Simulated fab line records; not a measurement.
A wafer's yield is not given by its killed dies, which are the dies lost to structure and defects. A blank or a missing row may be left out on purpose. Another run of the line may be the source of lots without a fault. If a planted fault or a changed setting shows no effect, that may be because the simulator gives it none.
Matching of chambers | flow n5Finfet | N5_BEOL_M5_DEP_56 on pecvd-01: 3 sister chambers
The step deposits SiCN from 3MS/NH3, target thk 8 nm, time 14 s. 16 wafers are shown with their chamber, then 8 later ones without.

== WAFERS, EACH WITH ITS CHAMBER ==
wafer  | chamber | showerheadPlenumPTorr (Torr) | rfFwdPowerW (W) | throttleValvePct (%)
L074.4 | 1       | 3.671                        | 199.1           | 9.3
L074.5 | 0       | 3.694                        | 198.1           | 8.6
L074.6 | 1       | 3.672                        | 199.6           | 9.3
L076.2 | 1       | 3.672                        | 199.8           | 9.4
L076.3 | 0       | 3.685                        | 197.0           | 8.6
L076.5 | 2       | 3.653                        | 197.1           | 9.1
L078.2 | 0       | 3.685                        | 196.9           | 8.9
L078.5 | 0       | 3.679                        | 196.2           | 8.3
L078.6 | 1       | 3.677                        | 199.9           | 9.5
L079.3 | 1       | 3.676                        | 199.7           | 9.4
L079.4 | 0       | 3.696                        | 198.4           | 8.5
L079.5 | 0       | 3.687                        | 197.4           | 8.3
L082.1 | 1       | 3.672                        | 200.3           | 9.2
L082.3 | 0       | 3.689                        | 197.8           | 8.5
L082.5 | 0       | 3.686                        | 197.1           | 8.6
L083.1 | 2       | 3.636                        | 197.0           | 8.1

SIGNATURES, as means of the wafers listed above
reading               | chamber 0 | chamber 1 | chamber 2 | scatter within a chamber
showerheadPlenumPTorr | 3.68763   | 3.67333   | 3.64450   | 0.0054
rfFwdPowerW           | 197.363   | 199.733   | 197.050   | 0.579
throttleValvePct      | 8.537     | 9.350     | 8.600     | 0.25
Rule: for each reading, subtract the chamber's mean from the wafer's reading, divide by that reading's scatter and square the result; add these up over the readings and take the root, which gives the wafer's distance from the chamber. If the next closest chamber is less than 2 further off than the closest, the wafer can't be placed; otherwise it belongs to the closest. How the scatter is found: for the shown wafers, subtract from each reading the mean of its chamber, square and add these, divide the total by (wafers less chambers), then take the root.

== WAFERS WHOSE CHAMBER IS MISSING ==
wafer  | showerheadPlenumPTorr (Torr) | rfFwdPowerW (W) | throttleValvePct (%)
L083.3 | 3.699                        | 197.5           | 8.5
L083.4 | 3.690                        | 197.9           | 8.5
L094.1 | 3.637                        | 197.6           | 8.1
L094.5 | 3.674                        | 200.4           | 9.4
L094.6 | 3.693                        | 197.0           | 8.6
L097.2 | 3.689                        | 197.8           | 8.6
L097.4 | 3.689                        | 197.9           | 8.5
L097.5 | 3.678                        | 200.3           | 9.2

== CHAMBER TAKEN BY EACH ==
wafer  | from the rows above | in truth
L083.3 | 0                   | 0
L083.4 | 0                   | 0
L094.1 | 2                   | 2
L094.5 | 1                   | 1
L094.6 | 0                   | 0
L097.2 | 0                   | 0
L097.4 | 0                   | 0
L097.5 | 1                   | 1
Correctly placed: 8 of 8. Can't be placed from these rows: 0. Placed wrongly: 0.
